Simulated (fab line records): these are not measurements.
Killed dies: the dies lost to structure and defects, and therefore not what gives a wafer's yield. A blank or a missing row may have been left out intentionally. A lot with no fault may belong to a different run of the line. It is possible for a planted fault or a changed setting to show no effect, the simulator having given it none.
fab line records    flow n5-finfet
[record] lots = 11  wafers = 32  last-day = 17
route steps=1938 shown BEOL_M7@1276 PASSIVATION@1936
lots that met no fault: taken from a fault-free run of the same line
start-h: start of the lot's first displayed wafer, in hours after the record's first day    wait-h: hours from the lot's prior step to this one    " as in the row above    L1.1+2: several wafers, shown together as one row    - either no value or no given start    * or withheld: withheld    < > ~ a bound
route shown NAME@n: a module of which the file shows steps, and the number in the route of the first    usual: the fault-free wafers' mean and standard deviation    same: alike in all rows    chamber/n: place in a boat    sites: the reading at each site    _std_site: standard deviation across them    _edge_site: mean of outer sites minus mean of inner sites    radius-mm: how far each site lies from the wafer's centre    mask NAME#n: copy n    behind: the last tool/chamber to shape the wafer    hold: why the lot went on hold/how many hours it stayed there/how the hold came to an end    device: which transistor (n, p or np) failed to switch    end of line: the tests these same wafers got at the end of their route    a step given without rows: its recipe and nothing more    killed: at the first sort, the dies lost to defects and structure; wafer yield is something else    map: a wafer's dies, marking killed ones x, the rest . and places with no die _
set.NAME: the setting that was run; set.NAME@STEP: the one run at that earlier step    model.NAME: the simulator's own value behind a step, which no gauge read
a sample of lots followed through the steps of the route, with each step as a table and each wafer as a row
services: when a tool's chamber went out of use (start-h, in hours from the record's first day, below 0 if earlier), for how many hours, and the reason
[[steps]]
[step N5_BEOL_M7_CD_MEAS_11]
[recipe] target-cd-nm = 38.5  landing-energy-ev = 500  detector = se-inlens  polarity = opening
[usual] cd-nm = 38.7/0.52
lot.wafer  tool       chamber  start-h  wait-h  cd-nm
L821.2     cd-sem-02  0        190.60   -       38.4
L821.3     "          0        "        "       39.1
L821.5     "          0        "        "       39.3
L822.2     cd-sem-02  0        207.96   -       38.5
L822.4     "          0        "        "       38.3
L822.6     "          0        "        "       38.6
L825.1     cd-sem-03  0        213.03   -       38.5
L825.2     "          0        "        "       38.3
L825.5     "          0        "        "       39.1
L826.1     cd-sem-03  0        227.46   -       38.9
L826.3     "          0        "        "       39.1
L826.5     "          0        "        "       38.4
L827.4     cd-sem-01  0        227.50   -       38.3
L827.5     "          0        "        "       38.6
L827.6     "          0        "        "       38.7
L839.2     cd-sem-03  0        296.04   -       39.7
L839.3     "          0        "        "       39.4
L839.6     "          0        "        "       39.7
L838.1     cd-sem-02  0        301.34   -       39.4
L838.4     "          0        "        "       38.8
L838.5     "          0        "        "       38.5
L840.5     cd-sem-02  0        314.37   -       39.7
L840.6     "          0        "        "       39.9
L842.3     cd-sem-03  0        329.80   -       38.6
L842.5     "          0        "        "       38.5
L842.6     "          0        "        "       38.3
L841.2     cd-sem-01  0        330.16   -       39.2
L841.3     "          0        "        "       39.5
L841.4     "          0        "        "       38.6
L844.2     cd-sem-02  0        333.23   -       39.0
L844.4     "          0        "        "       38.6
L844.5     "          0        "        "       38.9
[step N5_BEOL_M7_DESCUM_16]
[recipe] chemistry = O2  time-s = 7.9  source-power-w = 50  bias-power-w = 20  pressure-mtorr = 20  rf-frequency-hz = 2.712e+07  temp-c = 40  resist = CAR-ArF  o2-flow-sccm = 225
[usual] drypump-motor-current-A = 5.6/0.45  o2-flow-sccm = 225.0/0.71  oes-product-au = 0.80/0.085  rf-fwd-power-W = 49.30/0.22  rf-vpp-V = 243.0/1.4  showerhead-plenum-p-Torr = 2.09/0.082  throttle-valve-pct = 20.4/0.32
lot.wafer  tool         chamber  start-h  wait-h  drypump-motor-current-A  o2-flow-sccm  oes-product-au  rf-fwd-power-W  rf-hours-counter-h  rf-vpp-V  showerhead-plenum-p-Torr  throttle-valve-pct
L821.2     rie-diel-03  1        191.57   0.9     4.9                      225.0         0.95            49.39           7                   244.2     2.15                      20.3
L821.3     "            3        "        "       5.9                      223.5         0.92            49.19           27                  242.3     2.13                      20.3
L821.5     "            3        "        "       5.9                      224.8         0.91            49.30           -                   243.0     2.13                      20.3
L822.2     rie-diel-05  3        208.05   0.0     5.4                      224.2         0.82            49.30           86                  243.4     2.13                      20.6
L822.4     "            2        "        "       5.8                      225.8         0.73            49.14           147                 244.1     2.12                      20.7
L822.6     "            0        "        "       6.1                      224.2         0.91            49.26           -                   240.6     2.05                      20.0
L825.1     rie-diel-03  0        213.23   0.1     5.8                      224.8         0.71            49.34           184                 244.7     2.20                      21.1
L825.2     "            3        "        "       5.9                      225.1         0.88            49.09           34                  243.1     2.13                      20.3
L825.5     "            0        "        "       5.8                      224.5         0.71            48.86           -                   244.5     2.20                      21.0
L826.1     rie-diel-04  3        227.54   0.0     5.4                      225.3         0.85            49.33           47                  245.8     2.23                      20.0
L826.3     "            1        "        "       5.0                      225.2         0.68            49.25           248                 242.8     2.04                      20.4
L826.5     "            2        "        "       5.0                      225.3         0.74            49.45           -                   241.4     1.99                      20.4
L827.4     rie-diel-05  3        227.59   0.0     5.4                      224.8         0.81            49.15           91                  241.8     2.13                      20.6
L827.5     "            0        "        "       6.1                      226.0         0.91            49.37           -                   241.3     2.05                      20.0
L827.6     "            3        "        "       5.4                      225.3         0.80            49.12           -                   244.2     2.13                      20.7
L839.2     rie-diel-03  0        296.13   0.0     5.7                      225.4         0.68            48.99           211                 244.2     2.19                      21.1
L839.3     "            3        "        "       5.9                      224.1         0.85            49.17           61                  242.6     2.12                      20.3
L839.6     "            0        "        "       5.8                      225.8         0.68            48.95           -                   244.8     2.19                      21.1
L838.1     rie-diel-05  0        301.73   0.3     6.1                      225.7         0.87            49.37           64                  242.4     2.04                      20.1
L838.4     "            0        "        "       6.0                      225.4         0.87            49.33           -                   241.6     2.04                      20.1
L838.5     "            1        "        "       5.5                      225.6         0.72            49.22           -                   241.7     2.00                      20.3
L840.5     rie-diel-04  1        314.72   0.3     5.0                      223.8         0.90            49.31           -                   241.6     2.03                      20.1
L840.6     "            0        "        "       6.3                      225.9         0.81            49.52           -                   241.3     2.01                      20.6
L842.3     rie-diel-04  3        329.89   0.0     5.4                      225.2         0.80            49.31           80                  244.9     2.22                      20.0
L842.5     "            3        "        "       5.4                      225.6         0.80            49.37           -                   244.6     2.22                      20.0
L842.6     "            2        "        "       5.0                      225.2         0.70            49.47           -                   242.2     1.98                      20.4
L841.2     rie-diel-03  1        330.48   0.3     4.9                      225.9         0.86            49.40           52                  244.5     2.13                      20.4
L841.3     "            3        "        "       5.9                      224.8         0.84            49.10           73                  244.3     2.11                      20.3
L841.4     "            2        "        "       6.0                      225.9         0.96            49.34           7                   245.0     2.24                      20.1
L844.2     rie-diel-03  3        333.56   0.3     5.8                      225.7         0.83            49.18           74                  243.3     2.11                      20.4
L844.4     "            2        "        "       6.0                      225.2         0.95            49.27           8                   245.6     2.24                      20.1
L844.5     "            3        "        "       5.9                      225.2         0.82            49.05           -                   243.0     2.11                      20.4
[step N5_BEOL_M7_COAT_63]
[recipe] resist = SOC  temp-c = 250  time-s = 60  spin-rpm = 1500  resist-thk-nm = 60
[usual] chill-plate-temp-C = 22.99/0.12  heater-power-total-W = 500.4/1.9  plate-temp-C = 250.01/0.18
lot.wafer  tool            chamber  start-h  wait-h  chill-plate-temp-C  heater-power-total-W  plate-temp-C
L821.2     litho-track-01  0        192.15   0.1     22.98               497.9                 250.29
L821.3     "               0        "        "       23.10               497.7                 250.18
L821.5     "               0        "        "       22.97               502.5                 250.00
L822.2     litho-track-04  0        208.66   0.0     22.69               498.9                 250.04
L822.4     "               0        "        "       22.73               503.3                 250.04
L822.6     "               0        "        "       22.72               502.7                 250.07
L825.1     litho-track-01  0        214.95   1.3     23.11               501.1                 249.76
L825.2     "               0        "        "       23.00               503.4                 249.86
L825.5     "               0        "        "       23.20               500.6                 249.71
L826.1     litho-track-01  0        228.93   0.8     22.84               498.8                 250.00
L826.3     "               0        "        "       23.15               499.1                 250.07
L826.5     "               0        "        "       22.96               499.6                 250.23
L827.4     litho-track-04  0        228.93   0.8     22.88               502.4                 249.93
L827.5     "               0        "        "       22.82               498.2                 250.03
L827.6     "               0        "        "       22.86               498.6                 250.44
L839.2     litho-track-04  0        297.96   1.4     23.09               816.0                 262.13
L839.3     "               0        "        "       22.93               817.0                 262.59
L839.6     "               0        "        "       22.92               815.7                 262.15
L838.1     litho-track-04  0        303.34   1.1     23.02               817.9                 262.61
L838.4     "               0        "        "       23.14               815.6                 262.40
L838.5     "               0        "        "       23.16               815.2                 262.39
L840.5     litho-track-05  0        315.23   0.0     23.02               498.5                 250.24
L840.6     "               0        "        "       23.04               500.9                 250.05
L842.3     litho-track-05  0        331.41   1.0     22.97               502.8                 249.67
L842.5     "               0        "        "       22.80               497.6                 249.90
L842.6     "               0        "        "       22.94               499.0                 249.97
L841.2     litho-track-01  0        331.41   0.5     22.85               498.7                 249.96
L841.3     "               0        "        "       22.94               501.7                 249.57
L841.4     "               0        "        "       22.77               502.1                 249.68
L844.2     litho-track-01  0        335.27   1.3     22.92               499.5                 249.99
L844.4     "               0        "        "       23.01               498.3                 250.19
L844.5     "               0        "        "       22.99               497.4                 250.08
[step N5_BEOL_M7_OVL_MEAS_29]
[recipe] points-per-wafer = 522
[usual] V6_OVL = -0.6/0.81
lot.wafer  tool        chamber  start-h  wait-h  V6_OVL[nm]
L821.2     overlay-02  0        192.46   0.0     -1.6
L821.3     "           0        "        "       -0.3
L821.5     "           0        "        "       0.4
L822.2     overlay-02  0        209.09   0.0     -0.5
L822.4     "           0        "        "       0.1
L822.6     "           0        "        "       -0.1
L825.1     overlay-02  0        215.38   0.0     -1.1
L825.2     "           0        "        "       -1.1
L825.5     "           0        "        "       -1.5
L826.1     overlay-02  0        229.36   0.0     0.2
L826.3     "           0        "        "       -0.2
L826.5     "           0        "        "       -1.3
L827.4     overlay-02  0        229.55   0.0     0.2
L827.5     "           0        "        "       0.3
L827.6     "           0        "        "       0.7
L839.2     overlay-01  0        298.27   0.0     0.3
L839.3     "           0        "        "       -1.0
L839.6     "           0        "        "       -0.6
L838.1     overlay-02  0        303.84   0.0     0.5
L838.4     "           0        "        "       -0.2
L838.5     "           0        "        "       0.8
L840.5     overlay-01  0        315.67   0.0     -1.9
L840.6     "           0        "        "       -1.4
L842.3     overlay-01  0        331.72   0.0     -1.0
L842.5     "           0        "        "       -0.6
L842.6     "           0        "        "       -0.2
L841.2     overlay-01  0        331.89   0.0     0.4
L841.3     "           0        "        "       -0.5
L841.4     "           0        "        "       -0.3
L844.2     overlay-01  0        335.58   0.0     0.0
L844.4     "           0        "        "       0.8
L844.5     "           0        "        "       -0.2
[step N5_PASSIVATION_PROBE_49]
[usual] defect-limited-yield = 91.2/1.3  killed_at_M0_to_M3 = 34/10  killed_at_M4_up = 13/4.6  killed-at-contacts = 13/5.5  killed-at-front-end = 41/12  killed-at-other = 2.8/2.4  killed-dies = 104/16  killed-open = 67/12  killed-short = 33/7.2  sort_bin_5_function = 5.1/0.86  sort_bin_6_memory = 3.3/0.62  sort-n-pass = 1076/16  sort-yield-pct = 91.2/1.3
[same] gross-dies = 1180  killed-at-back-side = 0  sort_bin_4_leakage[%] = 0  sort_bin_8_speed[%] = 0
lot.wafer  tool       chamber  start-h  wait-h  defect-limited-yield[%]  killed_at_M0_to_M3  killed_at_M4_up  killed-at-contacts  killed-at-front-end  killed-at-other  killed-dies  killed-open  killed-short  sort_bin_5_function[%]  sort_bin_6_memory[%]  sort-n-pass  sort-yield-pct[%]
L839.3     prober-02  -        368.54   0.1     89.7                     55                  20               3                   42                   1                121          68           38            5.8                     3.3                   1059         89.7
// killed by level:class
L839.3 BEOL_M0_SAQP:geometric-particle:open=11 HKMG_FIN:area-etch=11 BEOL_M3:geometric-particle:open=10 BEOL_M1:geometric-particle:open=9 BEOL_M0_SAQP:geometric-particle:short=7 DUMMY_GATE:geometric-particle:open=6 BEOL_M4:geometric-particle:short=6 BEOL_M2:geometric-particle:open=5
[[services]]
tool            chamber  start-h  hours  kind
litho-track-01  -        170.54   -      consumable-replace:filter
rie-diel-04     -        199.56   1.0    repair
rie-diel-04     1        231.91   -      clean
rie-diel-04     1        231.91   -      consumable-replace:focus-ring
rie-diel-04     1        231.91   14.9   scheduled-down
rie-diel-04     1        231.91   14.9   vent-cycle
rie-diel-05     -        243.98   0.4    repair
rie-diel-05     1        248.26   8.4    repair
rie-diel-05     -        265.91   4.3    pm
rie-diel-05     -        283.06   1.3    repair
rie-diel-03     2        284.87   -      clean
rie-diel-03     2        284.87   -      consumable-replace:focus-ring
rie-diel-03     2        284.87   -      consumable-replace:showerhead
rie-diel-03     2        284.87   22.5   scheduled-down
rie-diel-03     2        284.87   22.5   vent-cycle
rie-diel-04     2        310.40   11.5   repair
[[key]]
[first-sign] step = N5_BEOL_M7_COAT_63  reading = heater-power-total-W  direction = up  sigmas = 99+  usual = *  struck = *
[effect] step = N5_BEOL_M7_COAT_63  reading = plate-temp-C  direction = up  sigmas = 68  usual = *  struck = *
met-at N5_BEOL_M7_COAT_63
struck-lots L838,L839
[baseline-loss] step = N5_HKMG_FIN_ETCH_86  wafers = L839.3
not-acting-at N5_BEOL_M7_CD_MEAS_11,N5_BEOL_M7_DESCUM_16,N5_BEOL_M7_OVL_MEAS_29
onset-between 228.93 297.96
[fault] kind = process-parameter-drift  tool = litho-track-04  chamber = -  onset-h = 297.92  steps = N5_BEOL_M7_COAT_63  channel = temp-c  offset = *  shape = step  end-h = 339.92  acts-in = *  stated = *
// baseline-loss: these wafers lose ten dies or more at that step, a loss of the line's own and not of a fault; the sort's usual values leave them out
